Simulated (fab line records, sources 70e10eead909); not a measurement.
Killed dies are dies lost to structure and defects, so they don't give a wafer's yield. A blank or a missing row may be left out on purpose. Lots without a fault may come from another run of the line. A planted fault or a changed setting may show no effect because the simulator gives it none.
A struck lot beside a sound one | flow nand_harc | 15 steps out of a route of 1159
Sound: wafers L290.1, L290.2, L290.3. Struck: wafers L288.2, L288.4, L288.6. The cause comes at the end.
At each step with rows: each side's tool, then ch and its chambers, then its first start. Under that, the readings that differ: sound wafers | struck wafers | difference of the means | sigmas: that difference in standard deviations of wafers without a fault.
alike: readings whose means differ by less than 2 such deviations, and words and numbers that are the same on both sides. not compared: withheld readings, readings that some wafer has no value for, bounds like >300 that may hide the same value, and numbers for which the record gives no deviation and whose values overlap.
The two part at a step that has a row with sigmas, a row that says differs or no value, or rows on one side only. Numbers that don't overlap but have no deviation are shown without sigmas and don't part them. A reading that every wafer of one side lacks parts them only if that side has two wafers or more.

NHARC_P_GATE_INSPECT_28:
  sound on defect_inspect-01, day 7 21:14; struck on defect_inspect-02, day 7 22:34
  alike: raw_defect_count
NHARC_P_GATE_DESCUM_31: chemistry O2, time 3 s.
  sound on rie_diel-09 ch 0,2,3, day 7 21:18; struck on rie_diel-13 ch 0,2, day 7 22:38
  alike: drypump_motor_current_A, oes_product_au, rf_vpp_V, showerhead_plenum_p_Torr, throttle_valve_pct
  not compared: rf_hours_counter_h
then, 1 step without rows for these wafers: NHARC_P_GATE_ETCH_104 (etches the open film in CF4/CHF3, target depth 60 nm).
NHARC_P_GATE_HM_OPEN_105: chemistry O2/COS, target depth 360 nm.
  sound on rie_diel-09 ch 0,2,3; struck on rie_diel-13 ch 0,1,2
  alike: bias_w, drypump_motor_current_A, oes_product_au, rf_fwd_power_W, rf_vpp_V, showerhead_plenum_p_Torr, throttle_valve_pct
  not compared: rf_hours_counter_h
then, 1 step without rows for these wafers: NHARC_P_GATE_STRIP_106 (strips in O2/COS).
NHARC_P_GATE_ETCH_114: etches the open film in CF4/O2, target depth 30 nm, overetch 3 nm, time 16.5 s.
  sound on rie_diel-09 ch 0,1,3; struck on rie_diel-13 ch 0,1,2
  alike: bias_w, drypump_motor_current_A, oes_f_703_au, oes_product_au, rf_fwd_power_W, rf_vpp_V, showerhead_plenum_p_Torr, throttle_valve_pct
  not compared: rf_hours_counter_h
NHARC_P_GATE_ETCH_32: etches the open film in HBr/Cl2, target depth 150 nm, time 100.1 s.
  sound on rie_si-02 ch 0,2,3, day 7 21:49; struck on rie_si-02 ch 0,2,3, day 7 23:14
  alike: bias_w, drypump_motor_current_A, oes_product_au, rf_fwd_power_W, throttle_valve_pct
  not compared: rf_hours_counter_h
NHARC_P_GATE_STRIP_108: strips in O2.
  sound on rie_diel-13 ch 1,2,3, day 7 22:01; struck on rie_diel-12 ch 1,2,3, day 7 23:25
  alike: drypump_motor_current_A, oes_product_au, rf_vpp_V, showerhead_plenum_p_Torr, throttle_valve_pct
  not compared: rf_hours_counter_h
NHARC_P_GATE_CD_MEAS_33:
  sound on cd_sem-01, day 7 22:10; struck on cd_sem-01, day 7 23:36
  alike: cd_nm
then, 3 steps without rows for these wafers: NHARC_P_GATE_STRIP_35 (strips in SPM, time 600 s); NHARC_P_GATE_PRECLEAN_73 (cleans in SC1); NHARC_P_GATE_SRD_74.
NHARC_P_GATE_ALD_36: deposits SiNx, target thk 20 nm, pulse time 60 s, ald cycles 223.
  sound on ald_sin-04 ch 1,2,3, day 7 22:38; struck on ald_sin-04 ch 1,2, day 8 06:07
  no value came back on the struck wafers for ald_cycles, heater_power_outer_w (W), heater_power_w (W), precursor_pulse_height_rel; on the sound wafers ald_cycles reads 223 223 223
then, 1 step without rows for these wafers: NHARC_P_GATE_ETCHBACK_37 (etches the open film in CHF3/O2, target depth 34.5 nm, time 17.2 s).
-- the record jumps here: 14 days lie between the struck wafers' starts before and after (it left off in module P_GATE and takes up again in module END, whose first step shown is number 1159 of the route) --
NHARC_END_SORT_01:
  sound on prober-01 ch 0, day 22 14:46; struck on prober-02 ch 0, day 22 16:19
  reading             | sound    | struck      | difference | sigmas
  killed_at_periphery | 3 6 3    | 644 647 640 | +640       | +99 or more
  killed_dies         | 22 25 24 | 677 677 677 | +653       | +73
  killed_short        | 6 4 2    | 1 1 1       | -3         | -2
  alike: killed_at_array, killed_at_other, killed_open

WHERE THEY PART
First at NHARC_P_GATE_ALD_36; last, within this record, at NHARC_END_SORT_01.

WHY: what the simulator had put in
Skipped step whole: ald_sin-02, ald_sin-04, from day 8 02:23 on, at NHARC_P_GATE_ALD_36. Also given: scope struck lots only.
